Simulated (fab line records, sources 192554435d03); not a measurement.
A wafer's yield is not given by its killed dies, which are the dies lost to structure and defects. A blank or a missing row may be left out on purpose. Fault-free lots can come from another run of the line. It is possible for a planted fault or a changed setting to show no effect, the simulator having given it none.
What tool caused it? ; flow n5Finfet ; 24 lots, 72 wafers sampled, at 6 steps of a route of 1938

== WHAT EACH GAUGE READ, for each wafer ==
N5_BEOL_M3_THK_MEAS_53: measures by xrf.
lot;measured;on;M3_THK (nm)
L074;day 7 07:59;filmMetro-02;42.2 39.8 41.5
L075;day 7 13:49;filmMetro-01;40.3 40.5 40.6
L077;day 8 00:05;filmMetro-01;39.3 41.4 44.3
L076;day 8 03:49;filmMetro-02;43.4 42.0 40.6
L078;day 9 04:35;filmMetro-01;43.3 37.4 39.6
L079;day 9 11:04;filmMetro-01;39.0 40.5 40.5
L080;day 9 17:48;filmMetro-02;40.5 41.4 42.1
L082;day 9 22:43;filmMetro-02;41.5 40.4 43.6
L081;day 9 21:23;filmMetro-02;40.8 41.4 42.3
L083;day 10 05:47;filmMetro-01;40.3 42.5 42.9
L084;day 10 08:16;filmMetro-02;38.5 39.9 40.0
L086;day 10 11:43;filmMetro-01;43.4 44.0 41.0
L085;day 10 14:38;filmMetro-02;39.8 42.1 42.7
L088;day 11 02:29;filmMetro-02;39.9 46.2 45.6
L087;day 11 08:54;filmMetro-02;40.1 43.5 42.5
L089;day 12 01:14;filmMetro-02;37.7 40.6 39.1
L090;day 11 17:32;filmMetro-01;38.4 40.4 40.5
L091;day 12 06:54;filmMetro-02;41.8 43.3 42.6
L092;day 12 09:01;filmMetro-02;41.1 39.2 40.0
L093;day 12 09:35;filmMetro-02;40.5 43.1 41.6
L094;day 13 01:14;filmMetro-02;37.8 41.0 39.8
L095;day 13 12:58;filmMetro-02;40.0 42.9 42.1
L096;day 13 12:58;filmMetro-01;40.4 42.4 39.5
L097;day 13 18:29;filmMetro-02;40.9 40.9 40.7

N5_BEOL_M4_OVL_MEAS_12.
lot;measured;on;M4_OVL (nm)
L074;day 7 09:16;overlay-02;1.6 0.7 1.4
L075;day 7 15:33;overlay-02;0.4 -0.5 0.9
L077;day 8 01:08;overlay-01;0.2 0.3 0.9
L076;day 8 08:44;overlay-02;-0.5 1.1 1.1
L078;day 9 05:55;overlay-02;-0.1 -0.2 0.2
L079;day 9 12:15;overlay-02;1.3 1.6 0.3
L080;day 9 19:04;overlay-02;0.8 -0.1 -0.3
L082;day 10 00:13;overlay-02;1.0 1.1 0.2
L081;day 9 23:11;overlay-01;0.7 0.4 -0.6
L083;day 10 08:08;overlay-01;0.8 1.5 -0.8
L084;day 10 10:53;overlay-01;0.3 1.4 1.2
L086;day 10 14:56;overlay-01;0.0 1.4 0.4
L085;day 10 16:19;overlay-02;-0.9 -1.4 -0.6
L088;day 11 05:38;overlay-02;-0.2 -0.3 -0.3
L087;day 11 12:04;overlay-02;0.8 0.9 0.1
L089;day 12 02:53;overlay-01;1.0 2.1 0.1
L090;day 11 19:24;overlay-02;-1.1 -1.4 -2.0
L091;day 12 11:00;overlay-01;0.4 1.5 1.5
L092;day 12 11:10;overlay-01;-1.0 -0.4 0.1
L093;day 12 11:22;overlay-01;-0.2 1.0 0.6
L094;day 13 02:18;overlay-01;0.4 -0.5 0.3
L095;day 13 14:41;overlay-01;0.1 0.0 -0.6
L096;day 13 14:52;overlay-01;0.1 -0.3 0.0
L097;day 13 21:51;overlay-01;-1.0 -1.1 -0.9

== WHAT TOOL EACH LOT RAN ON (gives the tool, then ch and the chambers of the sampled wafers, and finally the start) ==
lot;N5_BEOL_M3_ETCH_77;N5_BEOL_M3_ETCHBACK_99;N5_BEOL_M3_SPUTTER_79;N5_BEOL_M3_SPUTTER_96
L074;rieDiel-05 ch 0,1,2, day 7 03:08;rieDiel-02 ch 0,1,3, day 7 03:56;pvdSputter-01, day 7 05:40;pvdSputter-01, day 7 07:12
L075;rieDiel-05 ch 0,1, day 7 05:58;rieDiel-03 ch 0,1, day 7 09:34;pvdSputter-01, day 7 11:29;pvdSputter-01, day 7 13:01
L077;rieDiel-02 ch 0,1,2, day 7 15:44;rieDiel-02 ch 0,1,2, day 7 18:08;pvdSputter-03, day 7 21:37;pvdSputter-03, day 7 23:10
L076;rieDiel-05 ch 0,2,3, day 7 16:24;rieDiel-05 ch 1,2,3, day 7 23:19;pvdSputter-02, day 8 01:32;pvdSputter-02, day 8 03:04
L078;rieDiel-05 ch 1,2,3, day 8 00:45;rieDiel-05 ch 0,1,2, day 8 16:38;pvdSputter-02, day 8 18:24;pvdSputter-02, day 9 03:48
L079;rieDiel-03 ch 1,2,3, day 9 01:58;rieDiel-03 ch 0,2,3, day 9 04:53;pvdSputter-03, day 9 08:44;pvdSputter-03, day 9 10:16
L080;rieDiel-02 ch 0,1,2, day 9 12:14;rieDiel-05 ch 0,2, day 9 12:51;pvdSputter-03, day 9 15:28;pvdSputter-03, day 9 17:01
L082;rieDiel-03 ch 0,1,3, day 9 13:28;rieDiel-05 ch 2,3, day 9 17:58;pvdSputter-01, day 9 20:23;pvdSputter-01, day 9 21:56
L081;rieDiel-02 ch 0,1,2, day 9 15:21;rieDiel-02 ch 0,2,3, day 9 17:12;pvdSputter-02, day 9 19:03;pvdSputter-02, day 9 20:35
L083;rieDiel-03 ch 0,3, day 9 19:19;rieDiel-03 ch 0,1,2, day 10 00:02;pvdSputter-03, day 10 03:24;pvdSputter-03, day 10 04:56
L084;rieDiel-05 ch 1,2, day 10 01:39;rieDiel-02 ch 0,1, day 10 03:55;pvdSputter-02, day 10 05:55;pvdSputter-02, day 10 07:27
L086;rieDiel-03 ch 0,1,2, day 10 06:29;rieDiel-03 ch 0,1,2, day 10 07:20;pvdSputter-02, day 10 09:10;pvdSputter-02, day 10 10:42
L085;rieDiel-03 ch 1,2,3, day 10 09:18;rieDiel-03 ch 1,3, day 10 10:22;pvdSputter-01, day 10 12:16;pvdSputter-01, day 10 13:49
L088;rieDiel-03 ch 0,1, day 10 20:13;rieDiel-05 ch 0,3, day 10 22:02;pvdSputter-03, day 11 00:09;pvdSputter-03, day 11 01:41
L087;rieDiel-05 ch 0,2,3, day 10 23:08;rieDiel-05 ch 1,2,3, day 11 04:49;pvdSputter-03, day 11 06:34;pvdSputter-03, day 11 08:07
L089;rieDiel-02 ch 0,2,3, day 11 00:28;rieDiel-02 ch 1,2, day 11 21:19;pvdSputter-02, day 11 22:54;pvdSputter-02, day 12 00:26
L090;rieDiel-02 ch 0,1, day 11 07:12;rieDiel-02 ch 1,2, day 11 13:13;pvdSputter-03, day 11 15:12;pvdSputter-03, day 11 16:44
L091;rieDiel-03 ch 0,3, day 11 10:11;rieDiel-02 ch 1,2,3, day 12 02:06;pvdSputter-03, day 12 04:34;pvdSputter-03, day 12 06:06
L092;rieDiel-03 ch 1,2,3, day 11 15:22;rieDiel-02 ch 1,3, day 12 04:34;pvdSputter-01, day 12 06:41;pvdSputter-01, day 12 08:13
L093;rieDiel-02 ch 1,2, day 12 03:59;rieDiel-05 ch 0,1, day 12 05:12;pvdSputter-03, day 12 07:16;pvdSputter-03, day 12 08:49
L094;rieDiel-05 ch 0,2, day 12 16:34;rieDiel-02 ch 2,3, day 12 21:23;pvdSputter-01, day 12 22:54;pvdSputter-01, day 13 00:26
L095;rieDiel-03 ch 0,1,3, day 13 02:14;rieDiel-02 ch 0,2, day 13 08:28;pvdSputter-01, day 13 10:38;pvdSputter-01, day 13 12:10
L096;rieDiel-03 ch 0,1,3, day 13 07:08;rieDiel-03 ch 0,1,2, day 13 08:35;pvdSputter-03, day 13 10:38;pvdSputter-03, day 13 12:11
L097;rieDiel-03 ch 0,2,3, day 13 07:23;rieDiel-02 ch 0,2, day 13 13:44;pvdSputter-02, day 13 16:10;pvdSputter-02, day 13 17:42
- N5_BEOL_M3_ETCH_77: etches underlayer in N2/H2, target depth 6.5 nm, time 5.2 s.
- N5_BEOL_M3_ETCHBACK_99: etches SiO2 in CHF3, target depth 5 nm, time 10.4 s.
- N5_BEOL_M3_SPUTTER_79: material Cu, target thk 4.5 nm, time 8.29 s.
- N5_BEOL_M3_SPUTTER_96: material Cu, target thk 4.5 nm, time 8.29 s.

== WHAT THE TOOLS THEMSELVES READ (means of the sampled wafers that have a number; where no wafer has one, the mark that the record gives instead) ==
N5_BEOL_M3_ETCH_77.
lot;tool;drypumpMotorCurrentA (A);etchRfOnTimeS (s);oesProductAu (a.u.);rfVppV (V);showerheadPlenumPTorr (Torr);throttleValvePct (%)
L074;rieDiel-05;6.2;5.34;0.63;524.7;2.53;17.80
L075;rieDiel-05;6.2;5.35;0.63;522.5;2.50;17.73
L077;rieDiel-02;5.8;5.32;0.63;524.2;2.53;17.67
L076;rieDiel-05;6.4;5.34;0.63;523.6;2.54;17.87
L078;rieDiel-05;5.9;5.36;0.61;525.6;2.59;17.97
L079;rieDiel-03;5.4;5.07;0.70;525.1;2.59;17.97
L080;rieDiel-02;5.8;5.35;0.61;523.0;2.53;17.69
L082;rieDiel-03;5.3;5.03;0.69;523.8;2.55;17.99
L081;rieDiel-02;5.8;5.39;0.62;523.7;2.53;17.70
L083;rieDiel-03;5.2;5.17;0.68;524.5;2.59;17.95
L084;rieDiel-05;6.2;5.26;0.71;524.3;2.55;17.79
L086;rieDiel-03;5.8;5.03;0.75;525.1;2.54;17.98
L085;rieDiel-03;5.4;5.08;0.69;524.3;2.58;17.99
L088;rieDiel-03;5.5;4.87;0.69;523.5;2.50;18.04
L087;rieDiel-05;6.4;5.38;0.61;522.4;2.53;17.92
L089;rieDiel-02;5.8;5.34;0.66;526.6;2.64;17.69
L090;rieDiel-02;5.9;5.25;0.64;525.3;2.60;17.71
L091;rieDiel-03;5.6;5.10;0.73;523.3;2.54;17.94
L092;rieDiel-03;5.4;5.05;0.68;525.3;2.58;17.99
L093;rieDiel-02;6.2;5.35;0.70;526.0;2.63;17.57
L094;rieDiel-05;6.6;5.34;0.61;522.4;2.49;17.82
L095;rieDiel-03;5.4;4.96;0.67;524.3;2.54;18.01
L096;rieDiel-03;5.4;5.10;0.66;523.7;2.54;18.03
L097;rieDiel-03;5.6;5.19;0.70;524.1;2.57;17.95

N5_BEOL_M3_ETCHBACK_99.
lot;tool;drypumpMotorCurrentA (A);oesProductAu (a.u.);rfVppV (V);showerheadPlenumPTorr (Torr);throttleValvePct (%)
L074;rieDiel-02;5.9;0.74;243.1;2.21;16.94
L075;rieDiel-03;5.7;0.93;241.6;2.13;17.22
L077;rieDiel-02;5.8;0.74;242.1;2.16;17.00
L076;rieDiel-05;5.9;0.72;245.8;2.20;17.21
L078;rieDiel-05;6.2;0.73;245.6;2.15;17.07
L079;rieDiel-03;5.6;0.88;242.8;2.21;17.21
L080;rieDiel-05;6.6;0.74;243.5;2.13;16.98
L082;rieDiel-05;6.4;0.73;242.6;2.17;17.13
L081;rieDiel-02;5.8;0.69;242.3;2.16;17.15
L083;rieDiel-03;5.7;0.88;241.7;2.16;17.26
L084;rieDiel-02;5.9;0.76;243.6;2.19;16.86
L086;rieDiel-03;5.7;0.87;241.8;2.16;17.26
L085;rieDiel-03;5.0;0.73;245.4;2.23;17.39
L088;rieDiel-05;6.3;0.72;244.9;2.14;17.11
L087;rieDiel-05;5.9;0.80;245.7;2.19;17.12
L089;rieDiel-02;6.0;0.87;242.1;2.28;16.79
L090;rieDiel-02;6.2;0.84;243.8;2.23;16.75
L091;rieDiel-02;6.1;0.79;242.7;2.23;16.89
L092;rieDiel-02;6.2;0.71;242.8;2.19;16.98
L093;rieDiel-05;6.2;0.81;247.3;2.13;16.96
L094;rieDiel-02;6.1;0.73;242.6;2.24;17.03
L095;rieDiel-02;5.7;0.91;242.7;2.29;16.84
L096;rieDiel-03;5.7;0.84;241.6;2.15;17.30
L097;rieDiel-02;5.4;0.94;242.8;2.24;16.84

N5_BEOL_M3_SPUTTER_79.
lot;tool;chuckGasFlowSccm (sccm);throttleValvePct (%)
L074;pvdSputter-01;1.25;29.4
L075;pvdSputter-01;1.26;29.5
L077;pvdSputter-03;1.27;30.0
L076;pvdSputter-02;1.28;30.2
L078;pvdSputter-02;1.22;29.6
L079;pvdSputter-03;1.27;29.1
L080;pvdSputter-03;1.28;29.1
L082;pvdSputter-01;1.25;29.6
L081;pvdSputter-02;1.27;29.6
L083;pvdSputter-03;1.24;28.4
L084;pvdSputter-02;1.28;30.1
L086;pvdSputter-02;1.27;30.6
L085;pvdSputter-01;1.25;29.8
L088;pvdSputter-03;1.24;30.8
L087;pvdSputter-03;1.25;29.2
L089;pvdSputter-02;1.31;30.4
L090;pvdSputter-03;1.22;29.0
L091;pvdSputter-03;1.28;29.6
L092;pvdSputter-01;1.28;29.5
L093;pvdSputter-03;1.27;30.3
L094;pvdSputter-01;1.27;30.3
L095;pvdSputter-01;1.25;29.8
L096;pvdSputter-03;1.25;30.7
L097;pvdSputter-02;1.27;30.1

N5_BEOL_M3_SPUTTER_96.
lot;tool;chuckGasFlowSccm (sccm);throttleValvePct (%)
L074;pvdSputter-01;1.23;29.4
L075;pvdSputter-01;1.28;29.4
L077;pvdSputter-03;1.26;30.0
L076;pvdSputter-02;1.26;30.2
L078;pvdSputter-02;1.31;29.6
L079;pvdSputter-03;1.23;28.9
L080;pvdSputter-03;1.26;29.1
L082;pvdSputter-01;1.25;29.4
L081;pvdSputter-02;1.23;29.7
L083;pvdSputter-03;1.21;28.4
L084;pvdSputter-02;1.28;30.0
L086;pvdSputter-02;1.25;30.6
L085;pvdSputter-01;1.25;29.8
L088;pvdSputter-03;1.28;30.7
L087;pvdSputter-03;1.26;29.2
L089;pvdSputter-02;1.22;30.4
L090;pvdSputter-03;1.28;28.7
L091;pvdSputter-03;1.22;29.6
L092;pvdSputter-01;1.27;29.3
L093;pvdSputter-03;1.23;30.3
L094;pvdSputter-01;1.27;30.1
L095;pvdSputter-01;1.29;29.9
L096;pvdSputter-03;1.26;30.7
L097;pvdSputter-02;1.25;30.2

== THE ANSWER, worked out from the rows above alone ==
Rule: the lots themselves supply what counts as usual. The widest of any qualifying gaps counts: lots, ordered by their means at a reading, are off when they make up no more than a third of the lots, leave a main group of 4 or more, and stand apart from it by 3 or more times the standard deviation of that group's means. A main group is skipped when, at the precision printed for the reading in the tables above, its means are all equal. Also off: a lot with no number at a reading for which 4 or more lots have one. Where the step has rows for the other lots, those lots are counted as sound. Order of review: gauges by route order, followed by the tools' own readings, for which a lot's mean as printed above is used. The first step at which some lot is off is used, and at that step the reading that is off furthest; a lot without a number counts as furthest.
None of the lots is off at any reading shown; this tells nothing.

== WHAT WAS PUT IN BY THE SIMULATOR ==
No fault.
